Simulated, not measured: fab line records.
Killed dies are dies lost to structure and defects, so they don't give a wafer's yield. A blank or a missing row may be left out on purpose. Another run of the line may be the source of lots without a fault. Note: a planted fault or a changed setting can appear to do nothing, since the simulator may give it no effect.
Chamber matching + flow n5Finfet + rieDiel-01 running N5_BEOL_M14_ETCH_59: 4 sister chambers
The step etches BARC in N2/H2, target depth 89 nm, overetch 26.7 nm, time 67.9 s. 8 wafers are shown with their chamber, then 8 later ones without.

## WAFERS, EACH WITH ITS CHAMBER
| wafer  | chamber | drypumpMotorCurrentA (A) | throttleValvePct (%) |
|--------|---------|--------------------------|----------------------|
| L077.2 | 3       | 5.7                      | 18.23                |
| L077.5 | 3       | 5.7                      | 18.23                |
| L091.2 | 2       | 5.1                      | 18.15                |
| L091.5 | 1       | 5.7                      | 17.56                |
| L092.2 | 1       | 5.8                      | 17.57                |
| L092.4 | 0       | 6.5                      | 17.80                |
| L092.5 | 2       | 5.0                      | 18.16                |
| L093.1 | 0       | 6.6                      | 17.81                |

## WAFERS WITH NO CHAMBER GIVEN
| wafer  | drypumpMotorCurrentA (A) | throttleValvePct (%) |
|--------|--------------------------|----------------------|
| L093.5 | 6.5                      | 17.81                |
| L093.6 | 5.7                      | 17.59                |
| L096.2 | 5.8                      | 17.57                |
| L096.4 | 5.0                      | 18.17                |
| L096.6 | 5.7                      | 17.59                |
| L097.2 | 5.1                      | 18.19                |
| L097.3 | 5.7                      | 17.58                |
| L097.4 | 5.7                      | 17.59                |

## WHICH CHAMBER EACH WENT THROUGH
| wafer  | from the rows above | in truth |
|--------|---------------------|----------|
| L093.5 | 0                   | 0        |
| L093.6 | 1                   | 1        |
| L096.2 | 1                   | 1        |
| L096.4 | 2                   | 2        |
| L096.6 | 1                   | 1        |
| L097.2 | 2                   | 2        |
| L097.3 | 1                   | 1        |
| L097.4 | 1                   | 1        |
Correctly placed: 8 of 8. Not placeable from these rows: 0. Placed wrongly: 0.
How it was worked out, from the rows above alone: a wafer's distance from a chamber is the root of the sum, over the readings, of the square of ((its reading less the chamber's mean) divided by the reading's scatter). The wafer belongs to the nearest chamber; if the next one is less than 2 further off, it can't be placed. Each chamber's mean is taken over the wafers shown for it. The scatter: take each reading less its chamber's mean, square it, sum over the shown wafers, divide by the number of wafers less the number of chambers, and take the root.
